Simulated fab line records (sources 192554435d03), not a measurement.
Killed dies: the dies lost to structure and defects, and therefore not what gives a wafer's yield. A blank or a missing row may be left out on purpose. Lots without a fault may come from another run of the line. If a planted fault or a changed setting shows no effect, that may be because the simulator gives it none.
Which tool is to blame? | flow n5-finfet | 17 wafers from 6 lots sampled at 2 of the route's 1938 steps

== WHAT EACH GAUGE READ, for each wafer ==
N5_MIM_BOT_LITHO_OVL_MEAS_11.
lot  | measured     | on         | MIM_BOT_OVL (nm)
L101 | day 13 13:05 | overlay-01 | 7 8 4
L102 | day 13 16:53 | overlay-01 | -4 -2 -4
L108 | day 14 22:50 | overlay-02 | -2 -4 3
L114 | day 16 13:29 | overlay-02 | -5 3 -1
L113 | day 16 13:14 | overlay-01 | 4 2
L120 | day 18 17:03 | overlay-02 | 9 -3 -5

== WHICH TOOL RAN EACH LOT (tool, then ch and the chambers of the sampled wafers, then the start) ==
lot  | N5_BEOL_M12_SPUTTER_43
L101 | pvd-sputter-01, day 12 11:00
L102 | pvd-sputter-02, day 12 14:55
L108 | pvd-sputter-03, day 13 15:53
L114 | pvd-sputter-02, day 15 07:17
L113 | pvd-sputter-02, day 15 10:40
L120 | pvd-sputter-03, day 17 14:11
- N5_BEOL_M12_SPUTTER_43: material TaN, target thk 15 nm, time 24.19 s.

== THE ANSWER, worked out from the rows above alone ==
Rule: the usual values come from the lots themselves. The widest of any qualifying gaps counts: lots, ordered by their means at a reading, are off when they make up no more than a third of the lots, leave a main group of 4 or more, and stand apart from it by 3 or more times the standard deviation of that group's means. The tables above print the reading to a certain number of digits; a main group whose means all agree to those digits is not used. Also off: a lot with no number at a reading for which 4 or more lots have one. All remaining lots with rows at the step are treated as sound.
None of the lots is off at any reading shown; this tells nothing.

== WHAT HAD BEEN PUT IN BY THE SIMULATOR ==
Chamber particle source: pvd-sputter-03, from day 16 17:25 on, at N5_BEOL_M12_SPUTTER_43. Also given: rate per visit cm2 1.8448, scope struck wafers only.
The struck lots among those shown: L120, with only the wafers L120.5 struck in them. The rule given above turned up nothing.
